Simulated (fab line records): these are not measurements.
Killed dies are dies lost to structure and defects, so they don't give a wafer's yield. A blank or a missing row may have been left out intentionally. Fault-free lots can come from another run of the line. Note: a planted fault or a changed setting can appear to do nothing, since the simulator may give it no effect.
fab line records + flow n5Finfet
[record]
- lots = 11
- wafers = 32
- lastDay = 18
route steps=1938 shown MIM_BOT_LITHO@1862 TV_OPEN@1890 PASSIVATION@1905
lots with no fault: from the same line, run without faults
startH: the number of hours between the record's first day and the start of the first shown wafer of the lot + waitH: hours elapsed since this lot's preceding step + " the same as in the row above + L1.1+2: several wafers, shown together as one row + - no value present, or no start provided + * or withheld: withheld + < > ~ a bound
route shown NAME@n: a module of which the file shows steps, and the number in the route of the first + usual: mean and standard deviation over wafers with no fault + same: alike in all rows + chamber/n: place in a boat + sites: the reading at each site + _std_site: standard deviation of those values + _edge_site: the outer-site mean with the inner-site mean subtracted + radiusMm: for every site, how far away it sits from the centre of the wafer + mask NAME#n: copy n + behind: the last tool/chamber to shape the wafer + hold: why the lot was held/for how many hours/how that ended + device: names the non-switching transistor (n, p or np) + end of line: tests of these same wafers at the route's end + for a step that has no rows: nothing shown but its recipe + killed: at the first sort, the dies lost to defects and structure; wafer yield is something else + map: the dies of a wafer, with x for killed, . for not killed, _ for no die there
set.NAME: the setting that was run; set.NAME@STEP: the one run at that earlier step + model.NAME: the simulator's own value behind a step, which no gauge read
steps of the route over a sample of lots; a table a step, a row a wafer
services: from which hour (startH, from the record's first day; less than 0 if before it) a tool's chamber was out of use, for how many hours, and why
[[steps]]
[step N5_MIM_BOT_LITHO_CD_MEAS_08]
[recipe]
- targetCdNm = 3000
- landingEnergyEv = 500
- detector = seInlens
- polarity = opening
[usual]
- cdNm = 3000.3/2.3
| lot.wafer | tool     | chamber | startH | waitH | cdNm   |
|-----------|----------|---------|--------|-------|--------|
| L974.3    | cdSem-02 | 0       | 252.31 | -     | 2999.2 |
| L974.5    | "        | 0       | "      | "     | 3003.6 |
| L974.6    | "        | 0       | "      | "     | 3000.8 |
| L976.1    | cdSem-03 | 0       | 252.63 | -     | 3002.3 |
| L976.4    | "        | 0       | "      | "     | 3001.0 |
| L976.6    | "        | 0       | "      | "     | 2997.4 |
| L975.2    | cdSem-01 | 0       | 268.26 | -     | 2996.6 |
| L975.5    | "        | 0       | "      | "     | 3001.4 |
| L975.6    | "        | 0       | "      | "     | 2999.6 |
| L978.3    | cdSem-03 | 0       | 284.56 | -     | 3000.1 |
| L978.4    | "        | 0       | "      | "     | 2998.2 |
| L978.6    | "        | 0       | "      | "     | 2997.3 |
| L981.2    | cdSem-02 | 0       | 292.71 | -     | 3000.7 |
| L981.4    | "        | 0       | "      | "     | 2999.9 |
| L981.6    | "        | 0       | "      | "     | 2999.3 |
| L983.1    | cdSem-02 | 0       | 311.36 | -     | 3001.3 |
| L983.3    | "        | 0       | "      | "     | 3001.1 |
| L983.6    | "        | 0       | "      | "     | 3002.4 |
| L984.1    | cdSem-03 | 0       | 319.54 | -     | 3003.2 |
| L984.2    | "        | 0       | "      | "     | 3005.7 |
| L984.5    | "        | 0       | "      | "     | 3001.6 |
| L985.4    | cdSem-03 | 0       | 343.10 | -     | 3000.5 |
| L985.5    | "        | 0       | "      | "     | 3001.3 |
| L985.6    | "        | 0       | "      | "     | 3000.9 |
| L992.1    | cdSem-01 | 0       | 384.41 | -     | 3004.3 |
| L992.4    | "        | 0       | "      | "     | 2999.2 |
| L997.2    | cdSem-03 | 0       | 411.78 | -     | 2997.0 |
| L997.4    | "        | 0       | "      | "     | 2995.1 |
| L997.5    | "        | 0       | "      | "     | 2996.3 |
| L996.2    | cdSem-01 | 0       | 411.85 | -     | 2999.5 |
| L996.3    | "        | 0       | "      | "     | 3000.4 |
| L996.5    | "        | 0       | "      | "     | 3000.2 |
[step N5_MIM_BOT_LITHO_INSPECT_12]
[recipe]
- mode = adi
- inspectInstrument = macro
[usual]
- rawDefectCount = 2.0/1.5
| lot.wafer | tool             | chamber | startH | waitH | rawDefectCount |
|-----------|------------------|---------|--------|-------|----------------|
| L974.3    | defectInspect-02 | -       | 252.36 | 0.0   | 0              |
| L974.5    | "                | -       | "      | "     | 1              |
| L974.6    | "                | -       | "      | "     | 2              |
| L976.1    | defectInspect-02 | -       | 252.68 | 0.0   | 2              |
| L976.4    | "                | -       | "      | "     | 2              |
| L976.6    | "                | -       | "      | "     | 2              |
| L975.2    | defectInspect-02 | -       | 268.31 | 0.0   | 4              |
| L975.5    | "                | -       | "      | "     | 3              |
| L975.6    | "                | -       | "      | "     | 1              |
| L978.3    | defectInspect-02 | -       | 284.62 | 0.0   | 0              |
| L978.4    | "                | -       | "      | "     | 1              |
| L978.6    | "                | -       | "      | "     | 1              |
| L981.2    | defectInspect-02 | -       | 292.77 | 0.0   | 1              |
| L981.4    | "                | -       | "      | "     | 0              |
| L981.6    | "                | -       | "      | "     | 3              |
| L983.1    | defectInspect-02 | -       | 311.41 | 0.0   | 2              |
| L983.3    | "                | -       | "      | "     | 1              |
| L983.6    | "                | -       | "      | "     | 2              |
| L984.1    | defectInspect-01 | -       | 319.60 | 0.0   | 4              |
| L984.2    | "                | -       | "      | "     | 1              |
| L984.5    | "                | -       | "      | "     | 2              |
| L985.4    | defectInspect-01 | -       | 343.15 | 0.0   | 3              |
| L985.5    | "                | -       | "      | "     | 3              |
| L985.6    | "                | -       | "      | "     | 1              |
| L992.1    | defectInspect-01 | -       | 384.46 | 0.0   | 3              |
| L992.4    | "                | -       | "      | "     | 2              |
| L997.2    | defectInspect-02 | -       | 411.83 | 0.0   | 1              |
| L997.4    | "                | -       | "      | "     | 1              |
| L997.5    | "                | -       | "      | "     | 1              |
| L996.2    | defectInspect-02 | -       | 411.91 | 0.0   | 2              |
| L996.3    | "                | -       | "      | "     | 2              |
| L996.5    | "                | -       | "      | "     | 3              |
[step N5_PASSIVATION_ETCH_15]
[recipe]
- chemistry = CF4/N2
- target = SiCN
- targetDepthA = 750
- taperDeg = 2
- timeS = 81.2
- ionEnergyEv = 150
- maskMaterial = SiNx
- pressureMtorr = 40
- sourceW = 430
- biasW = 70
- Ar_flow_sccm = 100
- cf4FlowSccm = 60
- n2FlowSccm = 60
[usual]
- cf4FlowSccm = 59.98/0.18
- drypumpMotorCurrentA = 5.9/0.46
- oesProductAu = 0.77/0.095
- rfVppV = 381.8/2.2
- showerheadPlenumPTorr = 2.19/0.089
- throttleValvePct = 15.54/0.26
| lot.wafer | tool       | chamber | startH | waitH | cf4FlowSccm | drypumpMotorCurrentA | oesProductAu | rfHoursCounterH | rfVppV | showerheadPlenumPTorr | throttleValvePct |
|-----------|------------|---------|--------|-------|-------------|----------------------|--------------|-----------------|--------|-----------------------|------------------|
| L974.3    | rieDiel-03 | 3       | 256.56 | -     | 59.59       | 5.8                  | 0.77         | 137             | 380.4  | 2.13                  | 15.22            |
| L974.5    | "          | 3       | "      | "     | 60.01       | 5.8                  | 0.77         | -               | 381.0  | 2.13                  | 15.21            |
| L974.6    | "          | 2       | "      | "     | 59.93       | 6.2                  | 0.66         | -               | 384.4  | 2.28                  | 15.80            |
| L976.1    | rieDiel-01 | 0       | 256.72 | -     | 59.81       | 5.5                  | 0.68         | 246             | 381.1  | 2.19                  | 15.82            |
| L976.4    | "          | 1       | "      | "     | 60.22       | 5.5                  | 0.92         | 20              | 384.0  | 2.25                  | 15.42            |
| L976.6    | "          | 2       | "      | "     | 60.01       | 5.4                  | 0.70         | -               | 382.7  | 2.27                  | 15.60            |
| L975.2    | rieDiel-03 | 2       | 270.19 | -     | 59.85       | 6.2                  | 0.65         | 229             | 383.0  | 2.28                  | 15.79            |
| L975.5    | "          | 1       | "      | "     | 60.13       | 6.8                  | 0.68         | -               | 380.7  | 2.10                  | 15.82            |
| L975.6    | "          | 0       | "      | "     | 59.74       | 5.8                  | 0.72         | -               | 383.1  | 2.28                  | 15.77            |
| L978.3    | rieDiel-06 | 0       | 288.38 | -     | 59.89       | 6.5                  | 0.74         | 217             | 378.3  | 2.10                  | 15.27            |
| L978.4    | "          | 2       | "      | "     | 60.20       | 5.6                  | 0.92         | 17              | 381.6  | 2.15                  | 15.49            |
| L978.6    | "          | 3       | "      | "     | 60.00       | 5.9                  | 0.76         | -               | 376.2  | 2.03                  | 15.23            |
| L981.2    | rieDiel-06 | 1       | 296.46 | -     | 59.86       | 6.5                  | 0.82         | 67              | 384.3  | 2.33                  | 15.40            |
| L981.4    | "          | 2       | "      | "     | 59.97       | 5.7                  | 0.93         | 19              | 380.9  | 2.15                  | 15.50            |
| L981.6    | "          | 1       | "      | "     | 60.18       | 6.5                  | 0.82         | -               | 385.7  | 2.33                  | 15.41            |
| L983.1    | rieDiel-03 | 2       | 313.41 | -     | 60.07       | 6.2                  | 0.65         | 240             | 382.2  | 2.27                  | 15.81            |
| L983.3    | "          | 1       | "      | "     | 60.09       | 6.8                  | 0.67         | 237             | 379.0  | 2.10                  | 15.88            |
| L983.6    | "          | 3       | "      | "     | 59.99       | 5.8                  | 0.75         | -               | 380.7  | 2.13                  | 15.23            |
| L984.1    | rieDiel-01 | 3       | 322.84 | -     | 60.05       | 5.4                  | 0.74         | 182             | 383.7  | 2.22                  | 15.92            |
| L984.2    | "          | 1       | "      | "     | 59.97       | 5.5                  | 0.89         | 41              | 382.0  | 2.24                  | 15.45            |
| L984.5    | "          | 0       | "      | "     | 60.16       | 5.5                  | 0.97         | -               | 381.0  | 2.18                  | 15.35            |
| L985.4    | rieDiel-03 | 1       | 348.41 | -     | 59.93       | 6.7                  | 0.67         | 247             | 379.0  | 2.09                  | 15.89            |
| L985.5    | "          | 3       | "      | "     | 60.03       | 5.9                  | 0.74         | -               | 380.1  | 2.12                  | 15.26            |
| L985.6    | "          | 2       | "      | "     | 60.24       | 6.2                  | 0.64         | -               | 383.1  | 2.27                  | 15.84            |
| L992.1    | rieDiel-01 | 0       | 386.64 | -     | 59.67       | 5.5                  | 0.90         | 24              | 379.9  | 2.18                  | 15.39            |
| L992.4    | "          | 0       | "      | "     | 59.79       | 5.5                  | 1.10         | -               | 379.9  | 2.18                  | 15.39            |
| L997.2    | rieDiel-06 | 0       | 413.93 | -     | 60.04       | 6.5                  | 0.99         | 2               | 384.6  | 2.35                  | 14.80            |
| L997.4    | "          | 3       | "      | "     | 59.97       | 5.8                  | 0.72         | 199             | 378.5  | 2.02                  | 15.31            |
| L997.5    | "          | 3       | "      | "     | 59.89       | 5.8                  | 0.72         | -               | 377.0  | 2.02                  | 15.33            |
| L996.2    | rieDiel-03 | 3       | 414.20 | -     | 59.74       | 5.8                  | 0.72         | 184             | 380.2  | 2.12                  | 15.29            |
| L996.3    | "          | 0       | "      | "     | 59.82       | 5.7                  | 0.69         | 229             | 383.0  | 2.26                  | 15.90            |
| L996.5    | "          | 3       | "      | "     | 59.85       | 5.8                  | 0.73         | -               | 378.4  | 2.12                  | 15.30            |
[step N5_PASSIVATION_CD_MEAS_30]
[recipe]
- targetCdNm = 4000
- landingEnergyEv = 500
- detector = seInlens
- polarity = opening
[usual]
- cdNm = 3999.9/2.2
| lot.wafer | tool     | chamber | startH | waitH | cdNm   |
|-----------|----------|---------|--------|-------|--------|
| L974.3    | cdSem-02 | 0       | 257.80 | -     | 3996.0 |
| L974.5    | "        | 0       | "      | "     | 4001.2 |
| L974.6    | "        | 0       | "      | "     | 4003.0 |
| L976.1    | cdSem-02 | 0       | 258.30 | -     | 4000.0 |
| L976.4    | "        | 0       | "      | "     | 3999.3 |
| L976.6    | "        | 0       | "      | "     | 4002.9 |
| L975.2    | cdSem-02 | 0       | 271.16 | -     | 4000.5 |
| L975.5    | "        | 0       | "      | "     | 4000.8 |
| L975.6    | "        | 0       | "      | "     | 4001.0 |
| L978.3    | cdSem-02 | 0       | 289.81 | -     | 3999.3 |
| L978.4    | "        | 0       | "      | "     | 4002.8 |
| L978.6    | "        | 0       | "      | "     | 3998.9 |
| L981.2    | cdSem-03 | 0       | 297.36 | -     | 3998.0 |
| L981.4    | "        | 0       | "      | "     | 4003.3 |
| L981.6    | "        | 0       | "      | "     | 3999.2 |
| L983.1    | cdSem-03 | 0       | 314.93 | -     | 4002.0 |
| L983.3    | "        | 0       | "      | "     | 3999.5 |
| L983.6    | "        | 0       | "      | "     | 4001.2 |
| L984.1    | cdSem-02 | 0       | 323.97 | -     | 4001.5 |
| L984.2    | "        | 0       | "      | "     | 4001.6 |
| L984.5    | "        | 0       | "      | "     | 3999.1 |
| L985.4    | cdSem-03 | 0       | 349.43 | -     | 3997.7 |
| L985.5    | "        | 0       | "      | "     | 4000.7 |
| L985.6    | "        | 0       | "      | "     | 3998.8 |
| L992.1    | cdSem-03 | 0       | 388.04 | -     | 4002.7 |
| L992.4    | "        | 0       | "      | "     | 3998.3 |
| L997.2    | cdSem-03 | 0       | 415.06 | -     | 3998.0 |
| L997.4    | "        | 0       | "      | "     | 3996.2 |
| L997.5    | "        | 0       | "      | "     | 3996.3 |
| L996.2    | cdSem-03 | 0       | 415.32 | -     | 3998.3 |
| L996.3    | "        | 0       | "      | "     | 4000.5 |
| L996.5    | "        | 0       | "      | "     | 4003.4 |
[step N5_PASSIVATION_PROBE_49]
[usual]
- defectLimitedYield = 91.2/1.6
- killed_at_M0_to_M3 = 34/11
- killed_at_M4_up = 13/5.2
- killedAtContacts = 13/6.3
- killedAtFrontEnd = 40/14
- killedAtOther = 3.2/2.4
- killedDies = 104/19
- killedOpen = 69/14
- killedShort = 32/7.5
- sort_bin_4_leakage = 0.00/0.04
- sort_bin_5_function = 5.3/1.1
- sort_bin_6_memory = 3.2/0.73
- sort_bin_8_speed = 0.01/0.038
- sortNPass = 1076/19
- sortYieldPct = 91.2/1.6
[same]
- grossDies = 1180
- killedAtBackSide = 0
| lot.wafer | tool      | chamber | startH | waitH | defectLimitedYield[%] | killed_at_M0_to_M3 | killed_at_M4_up | killedAtContacts | killedAtFrontEnd | killedAtOther | killedDies | killedOpen | killedShort | sort_bin_4_leakage[%] | sort_bin_5_function[%] | sort_bin_6_memory[%] | sort_bin_8_speed[%] | sortNPass | sortYieldPct[%] |
|-----------|-----------|---------|--------|-------|-----------------------|--------------------|-----------------|------------------|------------------|---------------|------------|------------|-------------|-----------------------|------------------------|----------------------|---------------------|-----------|-----------------|
| L978.3    | prober-01 | -       | 297.01 | 0.1   | 93.6                  | 29                 | 9               | 11               | 24               | 2             | 75         | 46         | 27          | 0                     | 3.9                    | 2.1                  | 0.25                | 1102      | 93.4            |
| L978.4    | prober-01 | -       | 297.06 | 0.2   | 93.0                  | 25                 | 8               | 17               | 31               | 2             | 83         | 54         | 28          | 0                     | 3.8                    | 3.0                  | 0                   | 1097      | 93.0            |
| L978.6    | prober-01 | -       | 297.16 | 0.3   | 92.7                  | 27                 | 9               | 19               | 31               | 0             | 86         | 58         | 23          | 0                     | 4.2                    | 2.7                  | 0                   | 1094      | 92.7            |
| L983.1    | prober-02 | -       | 319.85 | 0.0   | 90.4                  | 53                 | 11              | 13               | 34               | 2             | 113        | 70         | 41          | 0                     | 6.0                    | 3.3                  | 0                   | 1067      | 90.4            |
| L983.3    | prober-02 | -       | 319.95 | 0.1   | 92.4                  | 26                 | 12              | 23               | 28               | 1             | 90         | 60         | 27          | 0                     | 4.6                    | 2.9                  | 0.08                | 1089      | 92.3            |
| L983.6    | prober-02 | -       | 320.10 | 0.3   | 90.3                  | 43                 | 9               | 20               | 39               | 3             | 114        | 82         | 30          | 0                     | 5.5                    | 3.8                  | 0                   | 1066      | 90.3            |
| L985.4    | prober-02 | -       | 358.62 | 0.2   | 93.1                  | 28                 | 12              | 7                | 33               | 1             | 81         | 36         | 42          | 0                     | 4.4                    | 2.1                  | 0                   | 1099      | 93.1            |
| L985.5    | prober-02 | -       | 358.67 | 0.2   | 90.8                  | 27                 | 15              | 24               | 40               | 3             | 109        | 77         | 30          | 0                     | 5.3                    | 3.6                  | 0.08                | 1071      | 90.8            |
| L985.6    | prober-02 | -       | 358.72 | 0.3   | 93.1                  | 22                 | 9               | 21               | 30               | 0             | 82         | 56         | 26          | 0                     | 4.5                    | 2.2                  | 0                   | 1098      | 93.1            |
| L992.4    | prober-01 | -       | 393.49 | 0.2   | 92.8                  | 21                 | 12              | 18               | 31               | 3             | 85         | 49         | 27          | 0                     | 4.7                    | 1.8                  | 0                   | 1095      | 92.8            |
| L996.2    | prober-02 | -       | 421.61 | 0.1   | 91.9                  | 25                 | 18              | 16               | 34               | 3             | 96         | 69         | 24          | 0                     | 4.1                    | 3.4                  | 0                   | 1084      | 91.9            |
| L996.3    | prober-02 | -       | 421.66 | 0.1   | 90.9                  | 26                 | 22              | 8                | 51               | 0             | 107        | 73         | 31          | 0                     | 5.7                    | 3.3                  | 0                   | 1073      | 90.9            |
| L996.5    | prober-02 | -       | 421.76 | 0.2   | 90.5                  | 32                 | 19              | 2                | 59               | 0             | 112        | 69         | 40          | 0                     | 5.6                    | 3.4                  | 0                   | 1068      | 90.5            |
// killed by level:class
L978.3 STI_FIN_REVEAL:geometricParticle:open=13 BEOL_M0_SAQP:geometricParticle:short=8 MOL_CONTACT_COAG:geometricParticle:open=6 MOL_CONTACT_COAG:geometricParticle:short=5 BEOL_M0:geometricParticle:open=5 STI_FIN_REVEAL:geometricParticle:short=4 BEOL_M0_SAQP:geometricParticle:open=4 BEOL_M2:geometricParticle:open=3
L978.4 MOL_CONTACT_COAG:geometricParticle:open=14 BEOL_M0_SAQP:geometricParticle:open=6 ILD0:geometricParticle:open=5 FIN_SAQP:geometricParticle:open=4 BEOL_M0_SAQP:geometricParticle:short=4 BEOL_M3:geometricParticle:short=4 BEOL_M3:geometricParticle:open=4 STARTING-WAFER:geometricParticle:short=4
L978.6 MOL_CONTACT_COAG:geometricParticle:open=16 BEOL_M3:geometricParticle:open=13 STI_FIN_REVEAL:geometricParticle:open=9 BEOL_M0_SAQP:geometricParticle:short=6 FIN_SAQP:geometricParticle:short=4 GATE_CUT:geometricParticle:short=4 MOL_CONTACT_COAG:geometricParticle:short=3 BEOL_M0_SAQP:geometricParticle:open=3
L983.1 BEOL_M1:geometricParticle:open=11 BEOL_M2:geometricParticle:open=10 MOL_CONTACT_COAG:geometricParticle:open=9 FIN_SAQP:geometricParticle:open=7 BEOL_M2:geometricParticle:short=6 DUMMY_GATE:geometricParticle:open=5 BEOL_M0_SAQP:geometricParticle:open=5 BEOL_M3:geometricParticle:open=5
L983.3 MOL_CONTACT_COAG:geometricParticle:open=15 BEOL_M2:geometricParticle:open=9 MOL_CONTACT_COAG:geometricParticle:short=8 BEOL_M4:geometricParticle:open=6 FIN_SAQP:geometricParticle:open=5 GATE_CUT:geometricParticle:open=4 GATE_CUT:geometricParticle:short=4 BEOL_M0_SAQP:geometricParticle:short=4
L983.6 BEOL_M2:geometricParticle:open=16 MOL_CONTACT_COAG:geometricParticle:open=13 STI_FIN_REVEAL:geometricParticle:open=9 BEOL_M0:geometricParticle:open=9 GATE_CUT:geometricParticle:short=7 MOL_CONTACT_COAG:geometricParticle:short=7 BEOL_M1:geometricParticle:open=6 BEOL_M3:geometricParticle:open=6
L985.4 FIN_SAQP:geometricParticle:short=10 BEOL_M0_SAQP:geometricParticle:short=9 STI_FIN_REVEAL:geometricParticle:open=6 MOL_CONTACT_COAG:geometricParticle:open=5 FIN_SAQP:geometricParticle:open=4 GATE_CUT:geometricParticle:short=4 BEOL_M0_SAQP:geometricParticle:open=4 BEOL_M2:geometricParticle:open=4
L985.5 MOL_CONTACT_COAG:geometricParticle:open=18 FIN_SAQP:geometricParticle:open=10 BEOL_M4:geometricParticle:open=7 FIN_SAQP:geometricParticle:short=6 STI_FIN_REVEAL:geometricParticle:open=6 BEOL_M0_SAQP:geometricParticle:open=6 BEOL_M0_SAQP:geometricParticle:short=6 BEOL_M2:geometricParticle:open=6
L985.6 MOL_CONTACT_COAG:geometricParticle:open=19 BEOL_M0_SAQP:geometricParticle:open=10 ILD0:geometricParticle:short=5 BEOL_M0_SAQP:geometricParticle:short=5 STI_FIN_REVEAL:geometricParticle:open=4 DUMMY_GATE:geometricParticle:open=3 ILD0:geometricParticle:open=3 GATE_CUT:geometricParticle:short=3
L992.4 MOL_CONTACT_COAG:geometricParticle:open=15 HKMG_FIN:areaEtch=6 BEOL_M4:geometricParticle:open=5 DUMMY_GATE:geometricParticle:open=4 BEOL_M2:geometricParticle:short=4 BEOL_M3:geometricParticle:open=4 STI_FIN_REVEAL:geometricParticle:open=3 SDB:geometricParticle:short=3
L996.2 MOL_CONTACT_COAG:geometricParticle:open=14 STI_FIN_REVEAL:geometricParticle:open=12 BEOL_M4:geometricParticle:open=7 BEOL_M0_SAQP:geometricParticle:short=6 FIN_SAQP:geometricParticle:open=5 BEOL_M0_SAQP:geometricParticle:open=5 GATE_CUT:geometricParticle:open=4 BEOL_M0:geometricParticle:open=4
L996.3 FIN_SAQP:geometricParticle:open=23 BEOL_M4:geometricParticle:open=9 STI_FIN_REVEAL:geometricParticle:open=6 MOL_CONTACT_COAG:geometricParticle:open=6 BEOL_M0_SAQP:geometricParticle:short=5 BEOL_M0_SAQP:geometricParticle:open=5 BEOL_M1:geometricParticle:open=4 BEOL_M4:geometricParticle:short=4
L996.5 FIN_SAQP:geometricParticle:open=15 STI_FIN_REVEAL:geometricParticle:open=14 FIN_SAQP:geometricParticle:short=11 BEOL_M0_SAQP:geometricParticle:open=9 BEOL_M4:geometricParticle:open=9 BEOL_M0_SAQP:geometricParticle:short=4 GATE_CUT:geometricParticle:open=4 GATE_CUT:geometricParticle:short=4
[[services]]
| tool       | chamber | startH | hours | kind                         |
|------------|---------|--------|-------|------------------------------|
| rieDiel-01 | 0       | 267.70 | -     | clean                        |
| rieDiel-01 | 0       | 267.70 | -     | consumableReplace:focusRing  |
| rieDiel-01 | 0       | 267.70 | 39.1  | scheduledDown                |
| rieDiel-01 | 0       | 267.70 | 39.1  | ventCycle                    |
| rieDiel-01 | 1       | 293.98 | 4.3   | repair                       |
| rieDiel-03 | -       | 297.78 | 2.8   | pm                           |
| rieDiel-01 | -       | 333.66 | 2.8   | pm                           |
| rieDiel-03 | 2       | 348.96 | -     | clean                        |
| rieDiel-03 | 2       | 348.96 | -     | consumableReplace:focusRing  |
| rieDiel-03 | 2       | 348.96 | 17.4  | scheduledDown                |
| rieDiel-03 | 2       | 348.96 | 17.4  | ventCycle                    |
| rieDiel-03 | 1       | 366.36 | -     | clean                        |
| rieDiel-03 | 1       | 366.36 | -     | consumableReplace:focusRing  |
| rieDiel-03 | 1       | 366.36 | -     | consumableReplace:showerhead |
| rieDiel-03 | 1       | 366.36 | 16.0  | scheduledDown                |
| rieDiel-03 | 1       | 366.36 | 16.0  | ventCycle                    |
| rieDiel-06 | 2       | 371.77 | 13.6  | repair                       |
| rieDiel-01 | 2       | 386.25 | -     | clean                        |
| rieDiel-01 | 1       | 388.45 | 10.8  | repair                       |
| rieDiel-06 | 0       | 391.23 | -     | clean                        |
| rieDiel-06 | 0       | 391.23 | -     | consumableReplace:focusRing  |
| rieDiel-06 | 0       | 391.23 | -     | consumableReplace:showerhead |
| rieDiel-06 | 0       | 391.23 | 16.9  | scheduledDown                |
| rieDiel-06 | 0       | 391.23 | 16.9  | ventCycle                    |
[[key]]
[firstSign]
- step = N5_PASSIVATION_ETCH_15
- reading = oesProductAu
- direction = up
- sigmas = 3.4
- usual = 0.77
- struck = 1.10
effect none on later readings
metAt N5_PASSIVATION_ETCH_15
struckLots L992
struckWafers L992.4
notActingAt N5_MIM_BOT_LITHO_CD_MEAS_08,N5_MIM_BOT_LITHO_INSPECT_12,N5_PASSIVATION_CD_MEAS_30
onsetBetween 322.84 386.64
[fault]
- kind = processParameterDrift
- tool = rieDiel-01
- chamber = -
- onsetH = 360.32
- steps = N5_PASSIVATION_ETCH_15
- channel = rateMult
- offset = 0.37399
- shape = step
- endH = 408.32
- scope = struckWafersOnly
